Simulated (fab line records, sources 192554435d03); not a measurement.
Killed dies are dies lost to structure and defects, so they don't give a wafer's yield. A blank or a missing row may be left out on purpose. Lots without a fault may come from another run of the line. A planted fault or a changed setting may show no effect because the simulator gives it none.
fab line records | flow n5_finfet
record lots=7 wafers=21 last_day=16
route steps=1938 shown MIM_TOP_LITHO@1840 MIM_TOP_ETCH@1851 PASSIVATION@1936
lots that met no fault: from a run of the same line without faults
start_h: hours from the record's first day to the start of the lot's first wafer shown | wait_h: hours since the lot's step before | " the same as in the row above | L1.1+2: a row that stands for several wafers | - no value, or no start given | * or withheld: withheld | < > ~ a bound
route shown NAME@n: a module of which the file shows steps, and the number in the route of the first | usual: mean/standard deviation of fault-free wafers | same: alike in all rows | chamber/n: place in a boat | sites: the reading at each site | _std_site: their standard deviation | _edge_site: outer sites' mean less inner sites' | radius_mm: how far each site lies from the wafer's centre | mask NAME#n: copy n | behind: the tool/chamber that last shaped the wafer | hold: why the lot was held/for how many hours/how that ended | device: the transistor (n, p or np) that didn't switch | end of line: the same wafers' tests at the end of the route | a step without rows: its recipe alone | killed: dies lost to structure and defects at the first sort, not the wafer's yield | map: a wafer's dies, x killed, . not, _ none there
set.NAME: the setting as run; set.NAME@STEP: as run at that earlier step | model.NAME: the simulator's own value behind a step, which no gauge read
lots at some steps of the route; a table a step, a row a wafer
services: from which hour (start_h, from the record's first day; less than 0 if before it) a tool's chamber was out of use, for how many hours, and why
## steps
# step N5_MIM_TOP_LITHO_COAT_02
# recipe spin_rpm=* resist_thk_nm=*
# step N5_MIM_TOP_LITHO_EBR_04
# recipe solvent=PGMEA ebr_width_mm=1.5
# step N5_MIM_TOP_LITHO_SOFTBAKE_03
# recipe temp_c=100 time_s=90
# step N5_MIM_TOP_LITHO_EXPOSE_05
# recipe mask_id=MIM_TOP na=0.55 source_shape=conventional sigma_outer=0.8 polarization=unpolarized target_cd_nm=2000 dose_mj=20.5
# step N5_MIM_TOP_LITHO_PEB_06
# recipe peb_temp_c=withheld peb_time_s=*
# step N5_MIM_TOP_LITHO_DEVELOP_07
# recipe develop_time_s=60 rinse_liquid=diw dry=air_spin dev_temp_c=21
# step N5_MIM_TOP_LITHO_HARDBAKE_09
# recipe temp_c=130 time_s=120
# step N5_MIM_TOP_LITHO_CD_MEAS_08
# recipe target_cd_nm=2000 landing_energy_ev=500 detector=se_inlens
# usual cd_nm=2000.3/2.2
# columns lot.wafer tool chamber start_h wait_h cd_nm
L716.3 cd_sem-01 0 292.22 - 2000.0
L716.4 " 0 " " 1994.1
L716.5 " 0 " " 1997.5
L717.2 cd_sem-03 0 292.46 - 2005.0
L717.4 " 0 " " 2002.7
L717.6 " 0 " " 1998.9
L721.1 cd_sem-01 0 307.07 - 2000.4
L721.2 " 0 " " 1999.9
L721.6 " 0 " " 1997.2
L722.3 cd_sem-02 0 328.74 - 2002.9
L722.4 " 0 " " 1999.3
L722.6 " 0 " " 2001.4
L726.2 cd_sem-03 0 359.77 - 2003.4
L726.3 " 0 " " 2002.7
L726.4 " 0 " " 2000.2
L728.3 cd_sem-02 0 366.69 - 2003.7
L728.4 " 0 " " 2002.4
L728.5 " 0 " " 2002.9
L730.3 cd_sem-03 0 372.25 - 1996.1
L730.5 " 0 " " 1996.9
L730.6 " 0 " " 1999.5
# step N5_MIM_TOP_LITHO_OVL_MEAS_11
# recipe points_per_wafer=44
# usual MIM_TOP_OVL=-8/5.4
# columns lot.wafer tool chamber start_h wait_h MIM_TOP_OVL[nm]
L716.3 overlay-01 0 292.25 0.0 -9
L716.4 " 0 " " 1
L716.5 " 0 " " -6
L717.2 overlay-02 0 292.49 0.0 -8
L717.4 " 0 " " -15
L717.6 " 0 " " -7
L721.1 overlay-02 0 307.11 0.0 -11
L721.2 " 0 " " -4
L721.6 " 0 " " -5
L722.3 overlay-02 0 328.77 0.0 -7
L722.4 " 0 " " -4
L722.6 " 0 " " 2
L726.2 overlay-02 0 359.80 0.0 -14
L726.3 " 0 " " -13
L726.4 " 0 " " -7
L728.3 overlay-02 0 366.72 0.0 -8
L728.4 " 0 " " -5
L728.5 " 0 " " -10
L730.3 overlay-01 0 372.28 0.0 -20
L730.5 " 0 " " -12
L730.6 " 0 " " -20
# step N5_MIM_TOP_LITHO_INSPECT_12
# recipe mode=adi inspect_instrument=macro
# usual raw_defect_count=2.0/1.4
# columns lot.wafer tool chamber start_h wait_h raw_defect_count
L716.3 defect_inspect-01 - 292.27 0.0 4
L716.4 " - " " 2
L716.5 " - " " 1
L717.2 defect_inspect-01 - 292.51 0.0 1
L717.4 " - " " 1
L717.6 " - " " 7
L721.1 defect_inspect-02 - 307.13 0.0 3
L721.2 " - " " 2
L721.6 " - " " 3
L722.3 defect_inspect-01 - 328.80 0.0 2
L722.4 " - " " 3
L722.6 " - " " 4
L726.2 defect_inspect-01 - 359.83 0.0 1
L726.3 " - " " 2
L726.4 " - " " 3
L728.3 defect_inspect-01 - 366.74 0.0 3
L728.4 " - " " 2
L728.5 " - " " 3
L730.3 defect_inspect-02 - 372.31 0.0 3
L730.5 " - " " 4
L730.6 " - " " 4
# step N5_MIM_TOP_LITHO_DESCUM_10
# recipe chemistry=O2 time_s=7.9 source_power_w=50 bias_power_w=20 pressure_mtorr=20 rf_frequency_hz=2.712e+07 temp_c=40 o2_flow_sccm=225
# usual drypump_motor_current_A=5.7/0.42 oes_product_au=0.80/0.095 rf_vpp_V=243.5/1.6 showerhead_plenum_p_Torr=2.11/0.1 throttle_valve_pct=20.42/0.26
# columns lot.wafer tool chamber start_h wait_h drypump_motor_current_A oes_product_au rf_hours_counter_h rf_vpp_V showerhead_plenum_p_Torr throttle_valve_pct
L716.3 rie_diel-01 1 292.79 0.5 6.1 0.68 241 243.5 2.04 20.54
L716.4 " 0 " " 5.4 0.75 128 244.2 2.11 20.38
L716.5 " 1 " " 6.1 0.67 - 241.9 2.04 20.53
L717.2 rie_diel-06 3 293.06 0.5 5.7 0.75 169 244.6 2.18 20.57
L717.4 " 0 " " 6.0 0.73 - 243.1 2.19 20.70
L717.6 " 0 " " 6.0 0.73 - 244.8 2.19 20.72
L721.1 rie_diel-06 0 307.16 0.0 6.0 0.73 192 245.0 2.19 20.73
L721.2 " 3 " " 5.7 0.76 176 244.7 2.17 20.57
L721.6 " 3 " " 5.7 0.76 - 243.1 2.17 20.59
L722.3 rie_diel-05 2 328.83 0.0 5.4 0.88 38 245.0 2.22 20.10
L722.4 " 0 " " 5.3 0.71 214 241.0 1.88 20.66
L722.6 " 0 " " 5.3 0.71 - 239.0 1.88 20.66
L726.2 rie_diel-06 1 359.86 0.0 5.8 0.85 46 242.7 2.03 20.29
L726.3 " 0 " " 6.0 0.71 211 243.5 2.18 20.74
L726.4 " 0 " " 6.0 0.72 - 243.7 2.18 20.75
L728.3 rie_diel-05 3 366.78 0.0 5.1 0.93 17 242.7 2.05 20.05
L728.4 " 0 " " 5.3 0.69 226 239.6 1.88 20.66
L728.5 " 1 " " 6.6 0.87 - 244.4 2.22 20.66
L730.3 rie_diel-05 0 372.34 0.0 5.3 0.69 229 240.4 1.88 20.67
L730.5 " 0 " " 5.3 0.70 - 239.9 1.88 20.66
L730.6 " 2 " " 5.5 0.85 - 243.0 2.22 20.12
# step N5_MIM_TOP_ETCH_ETCH_00
# recipe chemistry=Cl2/BCl3 target=TiN target_depth_a=385 ion_energy_ev=150 pressure_mtorr=10 icp_w=1000 bias_w=126 Cl2_flow_sccm=53.25 bcl3_flow_sccm=21.75 Ar_flow_sccm=25
# usual drypump_motor_current_A=5.3/0.33 mfc_cl2_sccm=53.21/0.17 oes_product_au=0.81/0.092 throttle_valve_pct=22.8/0.31
# columns lot.wafer tool chamber start_h wait_h drypump_motor_current_A mfc_cl2_sccm oes_product_au rf_hours_counter_h throttle_valve_pct
L716.3 rie_metal-01 1 292.92 0.1 5.2 53.32 0.81 - 22.5
L716.4 " 0 " " 5.9 53.00 0.64 - 22.8
L716.5 " 0 " " 5.8 53.02 0.64 - 22.8
L717.2 rie_metal-02 0 293.18 0.1 5.6 53.26 0.82 28 22.1
L717.4 " 1 " " 5.0 53.02 0.92 - 23.0
L717.6 " 1 " " 4.9 53.30 0.91 - 23.0
L721.1 rie_metal-02 1 307.25 0.1 5.0 53.01 0.90 15 23.0
L721.2 " 0 " " 5.6 53.42 0.82 29 22.2
L721.6 " 0 " " 5.6 53.27 0.83 - 22.1
L722.3 rie_metal-03 1 328.95 0.1 4.9 53.37 0.88 - 23.1
L722.4 " 0 " " 5.4 53.07 0.71 - 23.0
L722.6 " 0 " " 5.4 53.12 0.71 - 23.0
L726.2 rie_metal-03 0 359.95 0.1 5.4 53.34 0.70 74 23.0
L726.3 " 1 " " 4.9 53.12 0.87 - 23.1
L726.4 " 0 " " 5.4 53.40 0.70 - 23.1
L728.3 rie_metal-01 0 366.90 0.1 5.8 53.23 0.95 - 22.8
L728.4 " 1 " " 5.1 53.04 0.78 - 22.5
L728.5 " 1 " " 5.2 53.04 0.79 - 22.6
L730.3 rie_metal-03 0 372.46 0.1 5.4 53.40 0.70 - 23.1
L730.5 " 1 " " 4.9 53.28 0.88 - 23.1
L730.6 " 0 " " 5.4 52.97 0.71 - 23.1
# step N5_MIM_TOP_ETCH_STRIP_01
# recipe chemistry=O2 power_w=600 temp_c=60 pressure_mtorr=30 rf_frequency_hz=6e+07 bias_power_w=0 overash_fraction=0.5 o2_flow_sccm=225
# usual drypump_motor_current_A=5.8/0.53 oes_product_au=0.78/0.075 rf_vpp_V=3.7/1.5 showerhead_plenum_p_Torr=2.11/0.064 temp_c=60.00/0.13 throttle_valve_pct=16.6/0.34
# columns lot.wafer tool chamber start_h wait_h drypump_motor_current_A oes_product_au rf_hours_counter_h rf_vpp_V showerhead_plenum_p_Torr temp_c throttle_valve_pct
L716.3 rie_diel-03 1 293.02 0.1 6.0 0.71 203 2.6 1.99 59.95 16.9
L716.4 " 0 " " 5.9 0.74 194 4.9 2.08 60.06 16.8
L716.5 " 3 " " 5.6 0.82 - 4.5 2.22 60.08 16.5
L717.2 rie_diel-04 1 293.32 0.1 6.3 0.70 224 2.5 2.15 59.97 16.5
L717.4 " 3 " " 5.7 0.92 29 3.5 2.15 60.01 16.1
L717.6 " 0 " " 5.6 0.69 - 4.1 2.07 60.03 17.1
L721.1 rie_diel-03 0 307.39 0.1 5.9 0.71 200 4.1 2.08 59.86 16.8
L721.2 " 3 " " 5.6 0.82 72 2.2 2.22 59.89 16.4
L721.6 " 3 " " 5.6 0.82 - 4.4 2.22 59.87 16.4
L722.3 rie_diel-02 0 329.06 0.1 5.1 0.68 248 3.4 2.05 59.95 17.1
L722.4 " 2 " " 6.6 0.81 73 2.7 2.11 59.96 16.1
L722.6 " 1 " " 5.3 0.79 - 7.0 2.08 60.12 16.3
L726.2 rie_diel-02 0 360.17 0.2 5.1 0.96 4 2.5 2.05 59.95 16.6
L726.3 " 3 " " 6.6 0.82 88 1.7 2.20 61.30 16.6
L726.4 " 2 " " 6.6 0.82 83 4.3 2.10 59.96 16.1
L728.3 rie_diel-02 3 367.00 0.1 6.6 0.82 91 3.8 2.20 60.84 16.6
L728.4 " 0 " " 5.1 0.97 6 4.8 2.05 60.05 16.7
L728.5 " 2 " " 6.6 0.82 - 4.7 2.10 60.01 16.1
L730.3 rie_diel-02 0 372.57 0.1 5.1 0.95 8 2.1 2.05 60.00 16.6
L730.5 " 0 " " 5.1 0.95 - 2.5 2.05 60.14 16.6
L730.6 " 3 " " 6.6 0.84 - 2.2 2.20 60.80 16.6
# step N5_MIM_TOP_ETCH_PECVD_03
# recipe material=SiNx target_thk_a=200 temp_c=400 precursor=SiH4/NH3/N2 pressure_torr=1.5 rf_w=300 time_s=17.6
# usual heater_power_w=832/120 showerhead_plenum_p_Torr=5.13/0.072 susceptor_temp_C=400.02/0.23 throttle_valve_pct=40.1/1.6
# columns lot.wafer tool chamber start_h wait_h heater_power_w showerhead_plenum_p_Torr susceptor_temp_C throttle_valve_pct
L716.3 pecvd-02 2 293.11 - 843 5.13 399.85 37.9
L716.4 " 1 " " 999 5.23 400.02 40.3
L716.5 " 1 " " 995 5.23 400.02 40.2
L717.2 pecvd-03 0 293.39 - 585 5.08 399.87 42.0
L717.4 " 1 " " 769 5.16 399.74 39.8
L717.6 " 2 " " 928 5.24 400.03 37.2
L721.1 pecvd-03 1 307.45 - 745 5.16 399.56 39.8
L721.2 " 2 " " 897 5.25 399.46 37.0
L721.6 " 1 " " 747 5.18 399.77 39.9
L722.3 pecvd-02 1 329.13 - 987 5.24 399.29 40.1
L722.4 " 0 " " 787 5.15 399.89 40.5
L722.6 " 2 " " 834 5.12 400.21 38.1
L726.2 pecvd-04 0 360.23 - 911 5.12 400.25 41.6
L726.3 " 1 " " 745 5.09 399.96 39.3
L726.4 " 2 " " 882 5.00 400.32 41.9
L728.3 pecvd-02 1 367.07 - 890 5.23 400.00 40.4
L728.4 " 2 " " 897 5.12 399.75 38.2
L728.5 " 1 " " 919 5.23 400.21 40.3
L730.3 pecvd-02 1 372.63 - 853 5.23 400.00 40.3
L730.5 " 0 " " 798 5.18 399.90 40.6
L730.6 " 2 " " 993 5.11 399.69 38.4
# step N5_PASSIVATION_PROBE_49
# usual defect_limited_yield=90.9/1.5 killed_at_M0_to_M3=35/10 killed_at_M4_up=14/5.2 killed_at_contacts=13/7.3 killed_at_front_end=42/12 killed_at_other=3.4/2.5 killed_dies=108/18 killed_open=70/13 killed_short=35/8 sort_bin_5_function=5.4/1 sort_bin_6_memory=3.4/0.71 sort_n_pass=1072/18 sort_yield_pct=90.9/1.5
# same gross_dies=1180 killed_at_back_side=0 sort_bin_4_leakage[%]=0 sort_bin_8_speed[%]=0
# columns lot.wafer tool chamber start_h wait_h defect_limited_yield[%] killed_at_M0_to_M3 killed_at_M4_up killed_at_contacts killed_at_front_end killed_at_other killed_dies killed_open killed_short sort_bin_5_function[%] sort_bin_6_memory[%] sort_n_pass sort_yield_pct[%]
L717.2 prober-02 - 303.45 0.1 92.4 18 9 29 28 6 90 61 27 4.5 3.0 1090 92.4
L717.4 prober-02 - 303.55 0.2 89.9 38 11 17 46 7 119 87 32 6.0 3.6 1061 89.9
L717.6 prober-02 - 303.65 0.3 92.9 20 14 14 34 2 84 50 32 4.1 2.9 1096 92.9
L716.3 prober-01 - 304.09 0.1 91.9 30 9 13 38 6 96 65 31 4.7 3.2 1084 91.9
L716.4 prober-01 - 304.14 0.2 91.2 17 10 32 41 4 104 70 32 6.0 2.7 1076 91.2
L716.5 prober-01 - 304.19 0.2 90.9 29 10 21 43 4 107 65 39 5.1 3.4 1073 90.9
L721.1 prober-01 - 317.48 0.0 89.9 46 13 4 55 1 119 80 33 5.9 3.6 1061 89.9
L721.2 prober-01 - 317.53 0.1 90.2 46 12 13 43 2 116 76 39 5.8 3.8 1064 90.2
L721.6 prober-01 - 317.73 0.3 91.4 33 14 19 34 2 102 63 35 4.7 3.5 1078 91.4
L722.3 prober-01 - 338.44 0.1 91.4 29 19 1 52 0 101 69 30 4.4 3.9 1079 91.4
L722.4 prober-01 - 338.49 0.2 88.6 44 13 6 69 3 135 90 44 7.4 3.9 1045 88.6
L722.6 prober-01 - 338.59 0.3 89.7 31 29 10 49 3 122 80 42 6.5 3.6 1058 89.7
L726.2 prober-02 - 372.61 0.1 87.5 56 14 20 54 3 147 94 49 7.1 4.7 1033 87.5
L726.3 prober-02 - 372.66 0.1 90.6 31 15 12 51 2 111 62 48 5.5 3.1 1069 90.6
L726.4 prober-02 - 372.71 0.2 90.9 44 12 7 40 4 107 66 39 5.0 4.1 1073 90.9
L728.3 prober-02 - 376.67 0.1 90.8 54 6 14 28 6 108 73 33 5.8 3.1 1072 90.8
L728.4 prober-02 - 376.72 0.2 88.5 52 20 16 47 1 136 88 45 7.1 4.2 1044 88.5
L728.5 prober-02 - 376.77 0.2 90.7 47 21 19 22 1 110 70 39 5.1 4.1 1070 90.7
L730.3 prober-02 - 382.09 0.1 89.7 31 14 17 54 5 121 74 42 5.9 3.5 1059 89.7
L730.5 prober-02 - 382.19 0.2 90.8 23 10 10 63 3 109 60 37 5.7 2.5 1071 90.8
L730.6 prober-02 - 382.24 0.3 93.0 27 6 10 35 5 83 48 32 3.6 3.0 1097 93.0
# killed by level:class
L717.2 MOL_CONTACT_COAG:geometric_particle:open=26 FIN_SAQP:geometric_particle:open=5 GATE_CUT:geometric_particle:short=5 STI_FIN_REVEAL:geometric_particle:open=4 BEOL_M4:geometric_particle:open=4 BEOL_M3:geometric_particle:short=4 GATE_CUT:geometric_particle:open=3 MOL_CONTACT_COAG:geometric_particle:short=3
L717.4 STI_FIN_REVEAL:geometric_particle:open=18 FIN_SAQP:geometric_particle:open=14 BEOL_M0:geometric_particle:open=14 MOL_CONTACT_COAG:geometric_particle:open=11 BEOL_M2:geometric_particle:open=7 MOL_CONTACT_COAG:geometric_particle:short=6 MIM_TOP:geometric_particle:short=6 FIN_SAQP:geometric_particle:short=5
L717.6 MOL_CONTACT_COAG:geometric_particle:open=13 FIN_SAQP:geometric_particle:short=8 FIN_SAQP:geometric_particle:open=6 STI_FIN_REVEAL:geometric_particle:open=5 BEOL_M0_SAQP:geometric_particle:open=5 BEOL_M0_SAQP:geometric_particle:short=4 GATE_CUT:geometric_particle:short=3 BEOL_M3:geometric_particle:open=3
L716.3 MOL_CONTACT_COAG:geometric_particle:open=13 FIN_SAQP:geometric_particle:short=8 BEOL_M2:geometric_particle:open=8 FIN_SAQP:geometric_particle:open=5 STI_FIN_REVEAL:geometric_particle:open=5 BEOL_M0:geometric_particle:open=5 GATE_CUT:geometric_particle:short=4 BEOL_M0_SAQP:geometric_particle:open=4
L716.4 MOL_CONTACT_COAG:geometric_particle:open=26 FIN_SAQP:geometric_particle:short=12 FIN_SAQP:geometric_particle:open=12 MOL_CONTACT_COAG:geometric_particle:short=6 BEOL_M0_SAQP:geometric_particle:open=5 BEOL_M0_SAQP:geometric_particle:short=5 BEOL_M3:geometric_particle:open=4 BEOL_M7:geometric_particle:open=3
L716.5 MOL_CONTACT_COAG:geometric_particle:open=16 FIN_SAQP:geometric_particle:open=11 FIN_SAQP:geometric_particle:short=8 STI_FIN_REVEAL:geometric_particle:open=7 BEOL_M0:geometric_particle:open=7 BEOL_M0_SAQP:geometric_particle:short=5 MOL_CONTACT_COAG:geometric_particle:short=4 BEOL_M0_SAQP:geometric_particle:open=4
L721.1 STI_FIN_REVEAL:geometric_particle:open=22 BEOL_M3:geometric_particle:open=11 BEOL_M0_SAQP:geometric_particle:open=10 BEOL_M0_SAQP:geometric_particle:short=6 BEOL_M1:geometric_particle:open=6 FIN_SAQP:geometric_particle:open=5 BEOL_M0:geometric_particle:short=5 HKMG_FIN:area_etch=5
L721.2 BEOL_M3:geometric_particle:open=13 STI_FIN_REVEAL:geometric_particle:open=12 BEOL_M0_SAQP:geometric_particle:short=11 BEOL_M0_SAQP:geometric_particle:open=10 MOL_CONTACT_COAG:geometric_particle:open=9 FIN_SAQP:geometric_particle:open=6 GATE_CUT:geometric_particle:open=6 FIN_SAQP:geometric_particle:short=4
L721.6 MOL_CONTACT_COAG:geometric_particle:open=14 BEOL_M3:geometric_particle:open=11 STI_FIN_REVEAL:geometric_particle:open=9 BEOL_M0_SAQP:geometric_particle:short=7 BEOL_M0_SAQP:geometric_particle:open=6 GATE_CUT:geometric_particle:short=5 BEOL_M4:geometric_particle:open=5 FIN_SAQP:geometric_particle:open=4
L722.3 FIN_SAQP:geometric_particle:open=12 STI_FIN_REVEAL:geometric_particle:open=10 BEOL_M4:geometric_particle:open=9 FIN_SAQP:geometric_particle:short=8 BEOL_M1:geometric_particle:open=8 BEOL_M2:geometric_particle:open=8 STARTING-WAFER:geometric_particle:short=6 DUMMY_GATE:geometric_particle:short=3
L722.4 FIN_SAQP:geometric_particle:open=20 FIN_SAQP:geometric_particle:short=16 STI_FIN_REVEAL:geometric_particle:open=16 BEOL_M2:geometric_particle:open=13 BEOL_M3:geometric_particle:open=7 BEOL_M1:geometric_particle:open=6 BEOL_M0_SAQP:geometric_particle:open=5 MOL_CONTACT_COAG:geometric_particle:open=5
L722.6 BEOL_M4:geometric_particle:open=16 FIN_SAQP:geometric_particle:short=10 STI_FIN_REVEAL:geometric_particle:open=9 BEOL_M0_SAQP:geometric_particle:open=8 BEOL_M1:geometric_particle:open=8 FIN_SAQP:geometric_particle:open=6 MOL_CONTACT_COAG:geometric_particle:open=6 DUMMY_GATE:geometric_particle:open=5
L726.2 MOL_CONTACT_COAG:geometric_particle:open=14 BEOL_M0_SAQP:geometric_particle:short=12 BEOL_M0_SAQP:geometric_particle:open=12 STI_FIN_REVEAL:geometric_particle:open=11 FIN_SAQP:geometric_particle:short=10 BEOL_M3:geometric_particle:open=10 BEOL_M2:geometric_particle:open=8 MOL_CONTACT_COAG:geometric_particle:short=6
L726.3 BEOL_M0_SAQP:geometric_particle:open=13 FIN_SAQP:geometric_particle:short=12 BEOL_M0_SAQP:geometric_particle:short=10 STI_FIN_REVEAL:geometric_particle:open=9 FIN_SAQP:geometric_particle:open=8 MOL_CONTACT_COAG:geometric_particle:open=7 BEOL_M4:geometric_particle:open=7 STARTING-WAFER:geometric_particle:short=5
L726.4 BEOL_M0_SAQP:geometric_particle:short=16 BEOL_M0_SAQP:geometric_particle:open=13 GATE_CUT:geometric_particle:open=9 FIN_SAQP:geometric_particle:short=6 GATE_CUT:geometric_particle:short=6 STI_FIN_REVEAL:geometric_particle:open=5 BEOL_M3:geometric_particle:open=5 FIN_SAQP:geometric_particle:open=4
L728.3 BEOL_M1:geometric_particle:open=18 BEOL_M0_SAQP:geometric_particle:open=9 MOL_CONTACT_COAG:geometric_particle:open=8 BEOL_M2:geometric_particle:open=8 BEOL_M0_SAQP:geometric_particle:short=7 DUMMY_GATE:geometric_particle:open=6 GATE_CUT:geometric_particle:short=5 MOL_CONTACT_COAG:geometric_particle:short=5
L728.4 BEOL_M0_SAQP:geometric_particle:short=18 STI_FIN_REVEAL:geometric_particle:open=17 BEOL_M0_SAQP:geometric_particle:open=14 MOL_CONTACT_COAG:geometric_particle:open=13 BEOL_M4:geometric_particle:open=8 FIN_SAQP:geometric_particle:short=7 FIN_SAQP:geometric_particle:open=7 BEOL_M3:geometric_particle:open=6
L728.5 MOL_CONTACT_COAG:geometric_particle:open=17 BEOL_M0_SAQP:geometric_particle:short=16 BEOL_M4:geometric_particle:open=14 BEOL_M0_SAQP:geometric_particle:open=7 BEOL_M1:geometric_particle:open=6 BEOL_M1:geometric_particle:short=4 BEOL_M3:geometric_particle:short=4 BEOL_M3:geometric_particle:open=4
L730.3 STI_FIN_REVEAL:geometric_particle:open=15 MOL_CONTACT_COAG:geometric_particle:open=11 FIN_SAQP:geometric_particle:short=10 FIN_SAQP:geometric_particle:open=8 BEOL_M1:geometric_particle:open=8 GATE_CUT:geometric_particle:short=7 BEOL_M0_SAQP:geometric_particle:open=7 MOL_CONTACT_COAG:geometric_particle:short=6
L730.5 STI_FIN_REVEAL:geometric_particle:open=12 HKMG_FIN:area_etch=8 GATE_CUT:geometric_particle:open=6 MOL_CONTACT_COAG:geometric_particle:open=6 BEOL_M1:geometric_particle:short=6 DUMMY_GATE:geometric_particle:open=5 GATE_CUT:geometric_particle:short=5 ILD0:geometric_particle:open=4
L730.6 MOL_CONTACT_COAG:geometric_particle:open=8 BEOL_M1:geometric_particle:open=7 BEOL_M1:geometric_particle:short=6 DUMMY_GATE:geometric_particle:open=5 GATE_CUT:geometric_particle:short=5 BEOL_M5:geometric_particle:open=4 STARTING-WAFER:geometric_particle:short=4 FIN_SAQP:geometric_particle:short=3
## services
# columns tool chamber start_h hours kind
rie_diel-06 2 288.52 - clean
rie_diel-06 2 288.52 - consumable_replace:focus_ring
rie_diel-06 2 288.52 - consumable_replace:showerhead
rie_diel-06 2 288.52 22.3 scheduled_down
rie_diel-06 2 288.52 22.3 vent_cycle
rie_diel-05 3 297.49 - clean
rie_diel-05 3 297.49 - consumable_replace:focus_ring
rie_diel-05 3 297.49 20.9 scheduled_down
rie_diel-05 3 297.49 20.9 vent_cycle
rie_diel-04 - 301.12 28.1 pm
rie_diel-02 0 307.62 3.9 repair
rie_diel-06 3 309.61 11.3 repair
rie_diel-01 3 331.39 3.3 repair
rie_diel-02 0 333.52 - clean
rie_diel-02 0 333.52 - consumable_replace:focus_ring
rie_diel-02 0 333.52 15.5 scheduled_down
rie_diel-02 0 333.52 15.5 vent_cycle
pecvd-03 - 338.04 0.8 repair
rie_metal-01 1 343.94 10.0 repair
rie_diel-03 3 356.86 1.3 repair
rie_diel-06 2 357.44 6.5 repair
rie_metal-02 - 360.43 0.4 repair
pecvd-02 - 367.90 1.0 repair
rie_diel-05 3 367.90 10.7 repair
## key
first_sign step=N5_MIM_TOP_ETCH_STRIP_01 reading=temp_c direction=up sigmas=7.8 usual=* struck=*
effect none on later readings
met_at N5_MIM_TOP_ETCH_STRIP_01
struck_wafers L726.3,L728.3,L730.6
fault kind=process_parameter_drift tool=rie_diel-02 chamber=3 onset_h=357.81 steps=N5_MIM_TOP_ETCH_STRIP_01 channel=temp_c offset=* shape=step end_h=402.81 acts_in=* stated=*
